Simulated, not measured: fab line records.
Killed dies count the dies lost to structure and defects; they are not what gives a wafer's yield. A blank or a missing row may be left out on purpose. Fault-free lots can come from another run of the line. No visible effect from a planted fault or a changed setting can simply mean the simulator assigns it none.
Chamber matching	flow nand harc	NHARC_P_BONDPAD_ETCH_37 on rie diel-09: 4 sister chambers
The step etches the open film in N2/H2, target depth 60 nm, overetch 18 nm, time 65.91 s. 14 wafers are shown with their chamber, then 7 later ones without.

WAFERS PAIRED WITH THEIR CHAMBERS
wafer	chamber	showerhead plenum p Torr (Torr)	drypump motor current A (A)	rf vpp V (V)
L074.1	3	1.98	6.3	429.1
L074.4	0	1.95	6.4	429.3
L074.5	3	1.98	6.3	429.4
L077.2	0	1.95	6.4	429.1
L077.5	1	2.10	6.2	431.9
L077.6	2	2.08	6.2	431.1
L079.3	1	2.10	6.2	431.5
L079.5	2	2.08	6.2	432.4
L079.6	3	1.98	6.3	428.2
L080.4	1	2.10	6.2	431.3
L080.5	2	2.08	6.1	431.6
L080.6	3	1.97	6.3	429.1
L084.2	1	2.10	6.2	432.1
L084.3	2	2.08	6.1	432.2

SIGNATURES, as means of the wafers listed above
reading	chamber 0	chamber 1	chamber 2	chamber 3	scatter within a chamber
showerhead plenum p Torr	1.9500	2.1000	2.0800	1.9775	0.00274
drypump motor current A	6.400	6.200	6.150	6.300	0.0316
rf vpp V	429.200	431.700	431.825	428.950	0.477
Rule: a wafer's distance from a chamber is the root of the sum, over the readings, of the square of ((its reading less the chamber's mean) divided by the reading's scatter). If the next closest chamber is less than 2 further off than the closest, the wafer can't be placed; otherwise it belongs to the closest. How the scatter is found: for the shown wafers, subtract from each reading the mean of its chamber, square and add these, divide the total by (wafers less chambers), then take the root.

WAFERS WITHOUT THEIR CHAMBER
wafer	showerhead plenum p Torr (Torr)	drypump motor current A (A)	rf vpp V (V)
L084.6	2.08	6.1	430.7
L085.2	1.97	6.3	428.7
L085.3	1.95	6.4	427.3
L085.4	2.10	6.2	432.5
L092.1	2.07	6.2	432.2
L092.2	1.97	6.3	429.0
L092.5	2.07	6.2	431.1

WHICH CHAMBER EACH ONE RAN IN
wafer	from the rows above	in truth
L084.6	2	2
L085.2	3	3
L085.3	0	0
L085.4	1	1
L092.1	2	2
L092.2	3	3
L092.5	2	2
Placed correctly: 7 of 7. From these rows, 0 cannot be placed. Number placed wrongly: 0.
